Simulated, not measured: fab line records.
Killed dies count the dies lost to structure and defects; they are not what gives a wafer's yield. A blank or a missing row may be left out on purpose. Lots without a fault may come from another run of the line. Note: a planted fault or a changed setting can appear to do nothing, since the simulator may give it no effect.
Matching of chambers	flow nand-harc	NHARC_P_M0_PRE_CLEAN_31 on pecvd-03: 3 sister chambers
The step time 12 s. 3 wafers are shown with their chamber, then 12 later ones without.

WAFERS, EACH WITH ITS CHAMBER
wafer	chamber	heater-power-w (W)
L086.2	1	546
L089.4	0	642
L089.5	2	494

WAFERS WITHOUT THEIR CHAMBER
wafer	heater-power-w (W)
L091.2	671
L091.4	461
L091.6	588
L095.2	532
L095.5	660
L095.6	541
L096.3	627
L096.4	623
L096.5	517
L097.3	445
L097.4	524
L097.6	557

CHAMBER TAKEN BY EACH
wafer	from the rows above	in truth
L091.2	0	0
L091.4	can't be placed: 2 or 1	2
L091.6	can't be placed: 1 or 0 or 2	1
L095.2	can't be placed: 1 or 2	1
L095.5	0	0
L095.6	can't be placed: 1 or 2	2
L096.3	0	0
L096.4	0	0
L096.5	can't be placed: 2 or 1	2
L097.3	can't be placed: 2 or 1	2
L097.4	can't be placed: 1 or 2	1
L097.6	can't be placed: 1 or 2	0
4 of 12 placed correctly. Cannot be placed on the basis of these rows: 8; the candidates contain the true chamber in 7. 0 placed wrongly.
How it was worked out, from the rows above alone: a wafer's distance from a chamber is the root of the sum, over the readings, of the square of ((its reading less the chamber's mean) divided by the reading's scatter). If the next closest chamber is less than 2 further off than the closest, the wafer can't be placed; otherwise it belongs to the closest. The mean given for a chamber averages the wafers shown for that chamber. The scatter (one wafer shown for each chamber): square how far every hidden wafer sits from the nearest shown wafer, average those squares and take the square root.
